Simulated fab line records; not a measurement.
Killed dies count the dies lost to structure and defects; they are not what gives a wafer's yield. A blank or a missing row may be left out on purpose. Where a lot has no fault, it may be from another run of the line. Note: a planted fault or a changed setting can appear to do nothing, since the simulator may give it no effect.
A struck lot beside a sound one + flow nand_harc + 13 out of 1302 route steps
Sound: wafers L108.3, L108.5, L108.6. The struck wafers were L117.1, L117.2, L117.5. Last of all comes the cause.
For every step that has rows: the tool of each side, followed by ch and its chambers, followed by its first start. Under that, the readings that differ: sound wafers + struck wafers + difference of the means + sigmas: that difference in standard deviations of wafers without a fault.
alike: readings with means less than 2 such deviations apart, plus words and numbers identical on both sides. not compared: withheld readings, readings lacking a value on some wafer, bounds such as >300 that could conceal the same value, and numbers that have no deviation in the record and whose values overlap.
The two part at a step that has a row with sigmas, a row that says differs or no value, or rows on one side only. Non-overlapping numbers with no deviation appear without sigmas and do not part them. Lack of a reading on every wafer of one side parts them only where that side has two or more wafers.

NHARC_A_DECK1_JOINT_ETCHBACK_00: etches the open film in HBr, target depth 30 nm, time 17.4 s.
  sound on rie_si-02 ch 2,3, day 13 18:23; struck on rie_si-02 ch 0,1,3, day 17 05:25
  alike: drypump_motor_current_A, oes_product_au, throttle_valve_pct
  not compared: rf_hours_counter_h
then, 8 steps without rows for these wafers: NHARC_A_DECK1_JOINT_PRECLEAN_30 (cleans in SC1); NHARC_A_DECK1_JOINT_SRD_31; NHARC_A_DECK1_JOINT_CVD_34 (deposits SiNx, target thk 20 nm); NHARC_A_DECK1_JOINT_DEP_06 (deposits SiOx, target thk 80 nm); NHARC_A_DECK1_JOINT_CURE_26 (time 32 s); NHARC_A_DECK1_JOINT_ANNEAL_27 (time 3600 s); NHARC_A_DECK1_JOINT_ANNEAL_28 (time 1800 s); NHARC_A_DECK1_JOINT_ANNEAL_29 (time 1800 s).
NHARC_A_DECK1_JOINT_CMP_02: polishes SiOx.
  sound on cmp-03 ch 0,1, day 15 00:59; struck on cmp-03 ch 1,2, day 18 09:56
  alike: motor_current_A
  not compared: pad_life_wafers
then, 1 step without rows for these wafers: NHARC_A_DECK1_JOINT_SRD_15.
NHARC_A_DECK1_JOINT_DEP_16: deposits SiO2, target thk 45 nm.
  sound on pecvd-04 ch 1,2, day 15 01:25; struck on pecvd-04 ch 0,1,2, day 18 10:20
| reading            | sound       | struck         | difference | sigmas |
|--------------------|-------------|----------------|------------|--------|
| rf_fwd_power_W (W) | 896 896 895 | 1004 1005 1007 | +110       | +37    |
  alike: heater_power_w, mfc_precursor_sccm, throttle_valve_pct
NHARC_A_DECK1_JOINT_THK_MEAS_17: measures by ellipsometry.
  sound on film_metro-02, day 15 01:38; struck on film_metro-02, day 18 10:37
  alike: thk_nm

## WHERE THEY PART
At NHARC_A_DECK1_JOINT_DEP_16 and nowhere else, as far as this record goes. Later steps at which nothing parts them and some readings are alike: NHARC_A_DECK1_JOINT_THK_MEAS_17.

WHY: the cause the simulator had injected
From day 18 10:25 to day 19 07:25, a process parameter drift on pecvd-04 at NHARC_A_DECK1_JOINT_DEP_16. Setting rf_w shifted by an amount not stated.
